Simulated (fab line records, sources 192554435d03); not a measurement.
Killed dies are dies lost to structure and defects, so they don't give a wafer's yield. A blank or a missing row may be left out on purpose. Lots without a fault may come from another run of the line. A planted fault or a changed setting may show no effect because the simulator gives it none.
Which tool did it? | flow n5_finfet | 10 lots, 30 wafers sampled, at 1 step of a route of 1938

WHAT THE GAUGES READ, wafer by wafer
N5_START_INSPECT_01: inspects for defects (unpatterned scan).
lot  | measured    | on                | raw_defect_count
L296 | day 1 18:02 | defect_inspect-01 | 6 8 6
L298 | day 2 06:02 | defect_inspect-01 | 3 5 8
L299 | day 2 12:02 | defect_inspect-01 | 3 4 6
L300 | day 2 18:02 | defect_inspect-02 | 2 5 6
L304 | day 3 18:02 | defect_inspect-02 | 6 6 3
L305 | day 4 00:02 | defect_inspect-02 | 6 5 7
L306 | day 4 06:02 | defect_inspect-02 | 5 4 4
L307 | day 4 12:02 | defect_inspect-01 | 6 5 5
L311 | day 5 12:02 | defect_inspect-01 | 6 8 7
L316 | day 6 18:02 | defect_inspect-02 | 10 7 6

WHICH TOOL RAN EACH LOT (tool, then ch and the chambers of the sampled wafers, then the start)
The record holds no process step before these readings.

THE ANSWER, worked out from the rows above alone
Rule: what is usual is taken from the lots themselves. Put in order of their means at a reading, lots are off if they are a third of the lots or fewer, leave a main group of 4 or more, and stand apart from it by a gap of 3 or more times the standard deviation of the main group's means; of several such gaps the widest counts. A main group whose means are all the same, to the digits that the tables above print for the reading, isn't used. A lot without any number at a reading at which 4 lots or more have one is off too. The other lots that the step has rows for count as sound.
No lot is off at any reading shown: from this, nothing can be told.

WHAT THE SIMULATOR HAD PUT IN
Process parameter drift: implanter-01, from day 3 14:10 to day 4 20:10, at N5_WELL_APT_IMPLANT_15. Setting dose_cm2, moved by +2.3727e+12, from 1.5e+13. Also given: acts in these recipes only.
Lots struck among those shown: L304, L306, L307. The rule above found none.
